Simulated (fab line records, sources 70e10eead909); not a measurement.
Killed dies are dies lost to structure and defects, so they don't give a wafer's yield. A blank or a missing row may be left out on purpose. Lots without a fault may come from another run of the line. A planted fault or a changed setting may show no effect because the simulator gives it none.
Which tool did it? | flow nand_harc | 24 lots, 72 wafers sampled, at 6 steps of a route of 1159

WHAT THE GAUGES READ, wafer by wafer
The record holds no reading of a measuring or inspecting step that can be judged against a usual standard deviation.

WHICH TOOL RAN EACH LOT (tool, then ch and the chambers of the sampled wafers, then the start)
lot  | NHARC_A_STAIRCASE_ETCH_190                    | NHARC_A_STAIRCASE_STRIP_316                   | NHARC_A_STAIRCASE_DEP_417       | NHARC_A_STAIRCASE_DEP_325       | NHARC_A_STAIRCASE_DESCUM_443       | NHARC_A_STAIRCASE_STRIP_446
L074 | rie_diel-12 ch 1,3, day 11 23:40 or earlier   | rie_diel-12 ch 2,3, day 11 23:40 or earlier   | pecvd-04 ch 0,1,2, day 11 23:40 | pecvd-03 ch 0,1,2, day 13 02:18 | rie_diel-11 ch 0,2,3, day 13 10:58 | plasma_asher-02 ch 0,1, day 13 13:22
L076 | rie_diel-04 ch 2,3, day 12 07:55 or earlier   | rie_diel-12 ch 1,3, day 12 07:55 or earlier   | pecvd-04 ch 1,2, day 12 07:55   | pecvd-01 ch 0,1,2, day 13 12:41 | rie_diel-12 ch 0,1, day 13 20:34   | plasma_asher-02 ch 1, day 13 22:54
L075 | rie_diel-11 ch 0,1, day 12 08:43 or earlier   | rie_diel-04 ch 0,2,3, day 12 08:43 or earlier | pecvd-01 ch 0,1,2, day 12 08:43 | pecvd-04 ch 0,1,2, day 13 12:33 | rie_diel-11 ch 1,2,3, day 13 20:24 | plasma_asher-01 ch 0,1, day 13 22:44
L078 | rie_diel-12 ch 1,2,3, day 12 19:43 or earlier | rie_diel-11 ch 0,1, day 12 19:43 or earlier   | pecvd-03 ch 1,2, day 12 19:43   | pecvd-03 ch 1,2, day 14 01:28   | rie_diel-12 ch 0,3, day 14 09:01   | plasma_asher-01 ch 0,1, day 14 11:31
L077 | rie_diel-11 ch 0,1, day 12 22:03 or earlier   | rie_diel-12 ch 0,1,3, day 12 22:03 or earlier | pecvd-04 ch 0,2, day 12 22:03   | pecvd-01 ch 0,2, day 14 01:22   | rie_diel-04 ch 0,2,3, day 14 09:11 | plasma_asher-02 ch 0,1, day 14 11:38
L079 | rie_diel-04 ch 0,1,2, day 13 06:00 or earlier | rie_diel-11 ch 0,2,3, day 13 06:00 or earlier | pecvd-01 ch 0,1,2, day 13 06:00 | pecvd-04 ch 0,1,2, day 14 11:26 | rie_diel-12 ch 0,1,3, day 14 21:35 | plasma_asher-01 ch 0,1, day 15 00:07
L081 | rie_diel-11 ch 1,2,3, day 13 19:53 or earlier | rie_diel-11 ch 0,1, day 13 19:53 or earlier   | pecvd-01 ch 0,1,2, day 13 19:53 | pecvd-04 ch 0,1,2, day 15 03:59 | rie_diel-12 ch 0,3, day 15 11:25   | plasma_asher-01 ch 0,1, day 15 14:02
L080 | rie_diel-04 ch 0,1,3, day 13 19:50 or earlier | rie_diel-04 ch 2,3, day 13 19:50 or earlier   | pecvd-04 ch 0,1,2, day 13 19:50 | pecvd-01 ch 0,1,2, day 15 03:51 | rie_diel-11 ch 2,3, day 15 11:37   | plasma_asher-02 ch 0,1, day 15 14:04
L083 | rie_diel-11 ch 0,1,3, day 14 09:59 or earlier | rie_diel-11 ch 0,1,2, day 14 09:59 or earlier | pecvd-03 ch 0,1, day 14 09:59   | pecvd-01 ch 1,2, day 15 13:46   | rie_diel-12 ch 0,2,3, day 15 21:59 | plasma_asher-02 ch 0,1, day 16 00:23
L082 | rie_diel-12 ch 0,1,3, day 14 07:50 or earlier | rie_diel-04 ch 0,1, day 14 07:50 or earlier   | pecvd-04 ch 0,1,2, day 14 07:50 | pecvd-04 ch 0,1, day 15 13:55   | rie_diel-04 ch 1,2, day 15 22:10   | plasma_asher-01 ch 0,1, day 16 00:37
L085 | rie_diel-04 ch 1,2, day 14 22:12 or earlier   | rie_diel-04 ch 0,2,3, day 14 22:12 or earlier | pecvd-04 ch 0,1,2, day 14 22:12 | pecvd-04 ch 0,1,2, day 16 03:15 | rie_diel-04 ch 0,1,3, day 16 10:56 | plasma_asher-01 ch 0,1, day 16 13:19
L087 | rie_diel-12 ch 0,3, day 15 04:48 or earlier   | rie_diel-12 ch 1,3, day 15 04:48 or earlier   | pecvd-01 ch 1,2, day 15 04:48   | pecvd-01 ch 0,1,2, day 16 08:15 | rie_diel-04 ch 1,3, day 16 17:59   | plasma_asher-01 ch 0,1, day 16 20:33
L086 | rie_diel-04 ch 0,2, day 15 07:16 or earlier   | rie_diel-11 ch 0,1, day 15 07:16 or earlier   | pecvd-03 ch 0,1, day 15 07:16   | pecvd-04 ch 1,2, day 16 08:10   | rie_diel-12 ch 1,2,3, day 16 18:13 | plasma_asher-02 ch 0,1, day 16 20:32
L089 | rie_diel-11 ch 0,1,2, day 15 16:23 or earlier | rie_diel-11 ch 0,1, day 15 16:23 or earlier   | pecvd-03 ch 0,2, day 15 16:23   | pecvd-03 ch 0,1,2, day 16 20:53 | rie_diel-04 ch 0,1,2, day 17 04:20 | plasma_asher-02 ch 0,1, day 17 08:28
L084 | rie_diel-12 ch 0,1,3, day 15 16:35 or earlier | rie_diel-04 ch 0,2,3, day 15 16:35 or earlier | pecvd-03 ch 0,1,2, day 15 16:35 | pecvd-03 ch 0,1, day 16 20:19   | rie_diel-04 ch 1,2,3, day 17 04:11 | plasma_asher-01 ch 0,1, day 17 06:41
L088 | rie_diel-11 ch 0,1,2, day 15 18:27 or earlier | rie_diel-04 ch 0,1, day 15 18:27 or earlier   | pecvd-04 ch 1,2, day 15 18:27   | pecvd-01 ch 0,1,2, day 16 20:26 | rie_diel-04 ch 0,3, day 17 04:22   | plasma_asher-01 ch 1, day 17 09:37
L090 | rie_diel-12 ch 0,2,3, day 16 04:47 or earlier | rie_diel-12 ch 0,1,3, day 16 04:47 or earlier | pecvd-01 ch 0,1,2, day 16 04:47 | pecvd-01 ch 0,1,2, day 17 07:00 | rie_diel-11 ch 0,2,3, day 17 15:22 | plasma_asher-02 ch 0,1, day 17 17:42
L093 | rie_diel-11 ch 0,1,2, day 16 15:32 or earlier | rie_diel-12 ch 0,3, day 16 15:32 or earlier   | pecvd-01 ch 0,1,2, day 16 15:32 | pecvd-03 ch 0,1, day 17 19:21   | rie_diel-12 ch 0,1,3, day 18 04:40 | plasma_asher-01 ch 0,1, day 18 07:34
L094 | rie_diel-12 ch 2,3, day 16 19:08 or earlier   | rie_diel-04 ch 2,3, day 16 19:08 or earlier   | pecvd-03 ch 0,1, day 16 19:08   | pecvd-04 ch 0,1, day 17 19:21   | rie_diel-11 ch 0,1,3, day 18 04:49 | plasma_asher-02 ch 0,1, day 18 07:17
L091 | rie_diel-11 ch 0,3, day 16 18:24 or earlier   | rie_diel-12 ch 0,1,3, day 16 18:24 or earlier | pecvd-01 ch 0,1,2, day 16 18:24 | pecvd-01 ch 0,1,2, day 17 19:40 | rie_diel-04 ch 1,2,3, day 18 04:29 | plasma_asher-01 ch 0,1, day 18 06:57
L092 | rie_diel-11 ch 0,3, day 16 21:47 or earlier   | rie_diel-11 ch 0,1,2, day 16 21:47 or earlier | pecvd-03 ch 0,2, day 16 21:47   | pecvd-04 ch 0,1, day 18 00:47   | rie_diel-11 ch 1,2,3, day 18 13:31 | plasma_asher-02 ch 0,1, day 18 15:52
L096 | rie_diel-04 ch 0,1,3, day 17 13:02 or earlier | rie_diel-12 ch 0,1,3, day 17 13:02 or earlier | pecvd-04 ch 0,2, day 17 13:02   | pecvd-03 ch 0,1,2, day 19 01:56 | rie_diel-11 ch 0,1,2, day 19 10:25 | plasma_asher-02 ch 0,1, day 19 12:50
L097 | rie_diel-12 ch 0,1,3, day 17 17:33 or earlier | rie_diel-04 ch 0,1,2, day 17 17:33 or earlier | pecvd-04 ch 0,2, day 17 17:33   | pecvd-01 ch 0,2, day 19 01:59   | rie_diel-12 ch 0,1, day 19 10:27   | plasma_asher-01 ch 0,1, day 19 12:49
L095 | rie_diel-11 ch 0,1,3, day 17 21:34 or earlier | rie_diel-11 ch 1,2,3, day 17 21:34 or earlier | pecvd-03 ch 0,1, day 17 21:34   | pecvd-04 ch 0,1,2, day 19 01:56 | rie_diel-11 ch 0,1,2, day 19 10:29 | plasma_asher-02 ch 0,1, day 19 14:16
- NHARC_A_STAIRCASE_ETCH_190: etches the open film in C4F8/O2, target depth 100 nm, time 40.5 s.
- NHARC_A_STAIRCASE_STRIP_316: strips in O2.
- NHARC_A_STAIRCASE_DEP_417: deposits Si3N4, target thk 60 nm.
- NHARC_A_STAIRCASE_DEP_325: deposits SiO2, target thk 3800 nm.
- NHARC_A_STAIRCASE_DESCUM_443: chemistry O2, time 3 s.
- NHARC_A_STAIRCASE_STRIP_446: strips in O2.

WHAT THE TOOLS THEMSELVES READ (means of the sampled wafers that have a number; where no wafer has one, the mark that the record gives instead)
NHARC_A_STAIRCASE_ETCH_190. Usual: oes_product_au 0.940 a.u., standard deviation 0.01; rf_vpp_V 894 V, standard deviation 5.7.
lot  | tool        | oes_product_au (a.u.) | rf_vpp_V (V) | flag
L074 | rie_diel-12 | 0.938                 | 893          |
L076 | rie_diel-04 | 0.943                 | 897          |
L075 | rie_diel-11 | 0.944                 | 889          |
L078 | rie_diel-12 | 0.938                 | 896          |
L077 | rie_diel-11 | 0.931                 | 889          |
L079 | rie_diel-04 | 0.946                 | 892          |
L081 | rie_diel-11 | 0.938                 | 899          |
L080 | rie_diel-04 | 0.947                 | 894          |
L083 | rie_diel-11 | 0.941                 | 893          |
L082 | rie_diel-12 | 0.933                 | 895          |
L085 | rie_diel-04 | 0.946                 | 892          |
L087 | rie_diel-12 | 0.946                 | 897          |
L086 | rie_diel-04 | 0.946                 | 891          |
L089 | rie_diel-11 | 0.962                 | 893          |
L084 | rie_diel-12 | 0.936                 | 895          |
L088 | rie_diel-11 | 0.946                 | 893          |
L090 | rie_diel-12 | 0.923                 | 897          |
L093 | rie_diel-11 | 0.933                 | 893          |
L094 | rie_diel-12 | 0.934                 | 897          |
L091 | rie_diel-11 | 0.936                 | 892          |
L092 | rie_diel-11 | 0.935                 | 892          |
L096 | rie_diel-04 | 0.937                 | 893          |
L097 | rie_diel-12 | 0.932                 | 895          |
L095 | rie_diel-11 | 0.935                 | 900          |

NHARC_A_STAIRCASE_STRIP_316. Usual: drypump_motor_current_A 5.6 A, standard deviation 0.49; oes_product_au 1.001 a.u., standard deviation 0.0074; rf_vpp_V 57.8 V, standard deviation 0.91; showerhead_plenum_p_Torr 3.50 Torr, standard deviation 0.15; throttle_valve_pct 17.036 %, standard deviation 0.0085.
lot  | tool        | drypump_motor_current_A (A) | oes_product_au (a.u.) | rf_vpp_V (V) | showerhead_plenum_p_Torr (Torr) | throttle_valve_pct (%) | flag
L074 | rie_diel-12 | 5.8                         | 0.994                 | 58.7         | 3.57                            | 17.032                 |
L076 | rie_diel-12 | 5.6                         | 0.999                 | 57.3         | 3.56                            | 17.028                 |
L075 | rie_diel-04 | 5.3                         | 1.004                 | 58.4         | 3.48                            | 17.040                 |
L078 | rie_diel-11 | 5.5                         | 1.006                 | 58.0         | 3.32                            | 17.037                 |
L077 | rie_diel-12 | 5.6                         | 0.992                 | 57.8         | 3.51                            | 17.030                 |
L079 | rie_diel-11 | 5.3                         | 0.999                 | 57.4         | 3.58                            | 17.040                 |
L081 | rie_diel-11 | 5.5                         | 1.009                 | 57.9         | 3.32                            | 17.035                 |
L080 | rie_diel-04 | 5.6                         | 0.991                 | 57.5         | 3.52                            | 17.033                 |
L083 | rie_diel-11 | 5.4                         | 1.006                 | 58.3         | 3.44                            | 17.033                 |
L082 | rie_diel-04 | 5.8                         | 1.010                 | 57.8         | 3.37                            | 17.032                 |
L085 | rie_diel-04 | 5.3                         | 1.001                 | 57.1         | 3.47                            | 17.034                 |
L087 | rie_diel-12 | 5.7                         | 0.992                 | 58.3         | 3.55                            | 17.039                 |
L086 | rie_diel-11 | 5.5                         | 1.006                 | 57.5         | 3.31                            | 17.043                 |
L089 | rie_diel-11 | 5.5                         | 1.005                 | 56.9         | 3.31                            | 17.037                 |
L084 | rie_diel-04 | 5.3                         | 1.002                 | 57.0         | 3.46                            | 17.036                 |
L088 | rie_diel-04 | 5.4                         | 1.002                 | 57.6         | 3.34                            | 17.042                 |
L090 | rie_diel-12 | 5.6                         | 0.991                 | 58.2         | 3.50                            | 17.033                 |
L093 | rie_diel-12 | 5.9                         | 1.001                 | 57.0         | 3.59                            | 17.043                 |
L094 | rie_diel-04 | 5.6                         | 0.999                 | 58.5         | 3.50                            | 17.035                 |
L091 | rie_diel-12 | 5.6                         | 1.004                 | 57.3         | 3.49                            | 17.038                 |
L092 | rie_diel-11 | 5.4                         | 1.003                 | 57.7         | 3.61                            | 17.040                 |
L096 | rie_diel-12 | 5.6                         | 1.003                 | 58.1         | 3.49                            | 17.036                 |
L097 | rie_diel-04 | 5.6                         | 0.999                 | 57.0         | 3.37                            | 17.034                 |
L095 | rie_diel-11 | 5.7                         | 1.003                 | 57.3         | 3.58                            | 17.041                 |

NHARC_A_STAIRCASE_DEP_417. Usual: heater_power_outer_w 421 W, standard deviation 66; heater_power_w 737 W, standard deviation 87; susceptor_temp_C 399.98 C, standard deviation 0.23.
lot  | tool     | heater_power_outer_w (W) | heater_power_w (W) | susceptor_temp_C (C) | flag
L074 | pecvd-04 | 373                      | 720                | 400.00               |
L076 | pecvd-04 | 395                      | 746                | 399.76               |
L075 | pecvd-01 | 433                      | 741                | 400.03               |
L078 | pecvd-03 | 535                      | 848                | 400.22               |
L077 | pecvd-04 | 400                      | 745                | 399.90               |
L079 | pecvd-01 | 392                      | 697                | 399.96               |
L081 | pecvd-01 | 420                      | 712                | 399.80               |
L080 | pecvd-04 | 422                      | 792                | 400.20               |
L083 | pecvd-03 | 412                      | 680                | 400.09               |
L082 | pecvd-04 | 414                      | 788                | 400.00               |
L085 | pecvd-04 | 395                      | 740                | 400.00               |
L087 | pecvd-01 | 490                      | 826                | 399.95               |
L086 | pecvd-03 | 371                      | 625                | 399.70               |
L089 | pecvd-03 | 435                      | 698                | 399.95               |
L084 | pecvd-03 | 437                      | 722                | 399.85               |
L088 | pecvd-04 | 422                      | 790                | 400.20               |
L090 | pecvd-01 | 415                      | 720                | 400.08               |
L093 | pecvd-01 | 445                      | 744                | 399.82               |
L094 | pecvd-03 | 388                      | 645                | 400.05               |
L091 | pecvd-01 | 403                      | 709                | 400.01               |
L092 | pecvd-03 | 471                      | 759                | 399.63               |
L096 | pecvd-04 | 341                      | 688                | 400.12               |
L097 | pecvd-04 | 351                      | 700                | 399.95               |
L095 | pecvd-03 | 401                      | 665                | 400.22               |

NHARC_A_STAIRCASE_DEP_325. Usual: heater_power_outer_w 372 W, standard deviation 68; heater_power_w 673 W, standard deviation 91; susceptor_temp_C 400.00 C, standard deviation 0.21.
lot  | tool     | heater_power_outer_w (W) | heater_power_w (W) | susceptor_temp_C (C) | flag
L074 | pecvd-03 | 358                      | 624                | 400.00               |
L076 | pecvd-01 | 367                      | 656                | 399.94               |
L075 | pecvd-04 | 346                      | 688                | 399.70               |
L078 | pecvd-03 | 436                      | 738                | 400.04               |
L077 | pecvd-01 | 376                      | 660                | 400.14               |
L079 | pecvd-04 | 400                      | 747                | 399.83               |
L081 | pecvd-04 | 317                      | 646                | 399.93               |
L080 | pecvd-01 | 348                      | 628                | 400.05               |
L083 | pecvd-01 | 405                      | 703                | 399.83               |
L082 | pecvd-04 | 361                      | 690                | 400.08               |
L085 | pecvd-04 | 371                      | 709                | 399.94               |
L087 | pecvd-01 | 387                      | 677                | 400.22               |
L086 | pecvd-04 | 389                      | 727                | 399.90               |
L089 | pecvd-03 | 376                      | 633                | 399.94               |
L084 | pecvd-03 | 384                      | 659                | 400.04               |
L088 | pecvd-01 | 390                      | 683                | 400.26               |
L090 | pecvd-01 | 407                      | 692                | 399.90               |
L093 | pecvd-03 | 378                      | 644                | 400.27               |
L094 | pecvd-04 | 358                      | 687                | 400.21               |
L091 | pecvd-01 | 340                      | 616                | 400.09               |
L092 | pecvd-04 | 379                      | 701                | 400.04               |
L096 | pecvd-03 | 403                      | 679                | 400.08               |
L097 | pecvd-01 | 355                      | 641                | 399.85               |
L095 | pecvd-04 | 360                      | 687                | 399.75               |

NHARC_A_STAIRCASE_DESCUM_443. Usual: drypump_motor_current_A 5.6 A, standard deviation 0.5; oes_product_au 0.999 a.u., standard deviation 0.007; rf_vpp_V 57.7 V, standard deviation 0.87; showerhead_plenum_p_Torr 1.90 Torr, standard deviation 0.091; throttle_valve_pct 11.310 %, standard deviation 0.0079.
lot  | tool        | drypump_motor_current_A (A) | oes_product_au (a.u.) | rf_vpp_V (V) | showerhead_plenum_p_Torr (Torr) | throttle_valve_pct (%) | flag
L074 | rie_diel-11 | 5.3                         | 1.005                 | 58.6         | 1.94                            | 11.313                 |
L076 | rie_diel-12 | 5.5                         | 0.992                 | 57.1         | 1.88                            | 11.316                 |
L075 | rie_diel-11 | 5.7                         | 1.009                 | 57.8         | 1.95                            | 11.309                 |
L078 | rie_diel-12 | 5.8                         | 0.993                 | 57.5         | 1.96                            | 11.305                 |
L077 | rie_diel-04 | 5.3                         | 1.004                 | 56.7         | 1.88                            | 11.308                 |
L079 | rie_diel-12 | 5.5                         | 0.998                 | 57.3         | 1.90                            | 11.308                 |
L081 | rie_diel-12 | 5.8                         | 1.007                 | 58.2         | 1.93                            | 11.310                 |
L080 | rie_diel-11 | 5.2                         | 1.006                 | 57.9         | 2.01                            | 11.315                 |
L083 | rie_diel-12 | 5.8                         | 0.994                 | 58.3         | 1.93                            | 11.309                 |
L082 | rie_diel-04 | 6.0                         | 0.999                 | 57.9         | 1.84                            | 11.302                 |
L085 | rie_diel-04 | 5.5                         | 0.996                 | 56.5         | 1.87                            | 11.319                 |
L087 | rie_diel-04 | 5.9                         | 1.004                 | 57.7         | 1.88                            | 11.315                 |
L086 | rie_diel-12 | 5.6                         | 0.998                 | 57.2         | 1.90                            | 11.315                 |
L089 | rie_diel-04 | 5.6                         | 0.998                 | 57.5         | 1.82                            | 11.318                 |
L084 | rie_diel-04 | 5.7                         | 0.995                 | 57.1         | 1.89                            | 11.308                 |
L088 | rie_diel-04 | 5.2                         | 1.000                 | 58.3         | 1.91                            | 11.299                 |
L090 | rie_diel-11 | 5.3                         | 0.996                 | 57.9         | 2.03                            | 11.311                 |
L093 | rie_diel-12 | 5.5                         | 0.995                 | 57.3         | 1.89                            | 11.312                 |
L094 | rie_diel-11 | 5.8                         | 0.998                 | 58.5         | 1.97                            | 11.303                 |
L091 | rie_diel-04 | 5.7                         | 0.998                 | 57.7         | 1.88                            | 11.308                 |
L092 | rie_diel-11 | 5.7                         | 1.003                 | 58.6         | 1.94                            | 11.310                 |
L096 | rie_diel-11 | 5.4                         | 1.000                 | 58.5         | 1.95                            | 11.302                 |
L097 | rie_diel-12 | 5.2                         | 0.991                 | 57.4         | 1.83                            | 11.307                 |
L095 | rie_diel-11 | 5.4                         | 1.002                 | 57.7         | 1.95                            | 11.313                 |

NHARC_A_STAIRCASE_STRIP_446. Usual: drypump_motor_current_A 5.4 A, standard deviation 0.37; heater_power_w 312 W, standard deviation 14.
lot  | tool            | drypump_motor_current_A (A) | heater_power_w (W) | flag
L074 | plasma_asher-02 | 5.3                         | 321                |
L076 | plasma_asher-02 | 5.1                         | 311                |
L075 | plasma_asher-01 | 5.1                         | 305                |
L078 | plasma_asher-01 | 5.1                         | 303                |
L077 | plasma_asher-02 | 5.3                         | 316                |
L079 | plasma_asher-01 | 5.3                         | 309                |
L081 | plasma_asher-01 | 5.2                         | 301                |
L080 | plasma_asher-02 | 5.5                         | 324                |
L083 | plasma_asher-02 | 5.4                         | 322                |
L082 | plasma_asher-01 | 5.4                         | 308                |
L085 | plasma_asher-01 | 5.1                         | 300                |
L087 | plasma_asher-01 | 5.2                         | 302                |
L086 | plasma_asher-02 | 5.6                         | 321                |
L089 | plasma_asher-02 | 5.3                         | 311                |
L084 | plasma_asher-01 | 5.4                         | 304                |
L088 | plasma_asher-01 | 4.9                         | 294                |
L090 | plasma_asher-02 | 5.3                         | 309                |
L093 | plasma_asher-01 | 5.4                         | 304                |
L094 | plasma_asher-02 | 5.4                         | 311                |
L091 | plasma_asher-01 | 5.4                         | 313                |
L092 | plasma_asher-02 | 5.3                         | 309                |
L096 | plasma_asher-02 | 5.6                         | 321                |
L097 | plasma_asher-01 | 5.2                         | 301                |
L095 | plasma_asher-02 | 5.6                         | 326                |

THE ANSWER, worked out from the rows above alone
Rule: a lot is off if the mean of its wafers that have a number lies more than 3 standard deviations from the usual mean. A lot without any number at a reading at which 4 lots or more have one is off too. The other lots that the step has rows for count as sound. The gauges are gone through in route order, then the tools' own readings, and for those a lot's mean is taken as printed above. The first step at which some lot is off is used, and at that step the reading that is off furthest; a lot without a number counts as furthest.
No lot is off at any reading shown: from this, nothing can be told.

WHAT THE SIMULATOR HAD PUT IN
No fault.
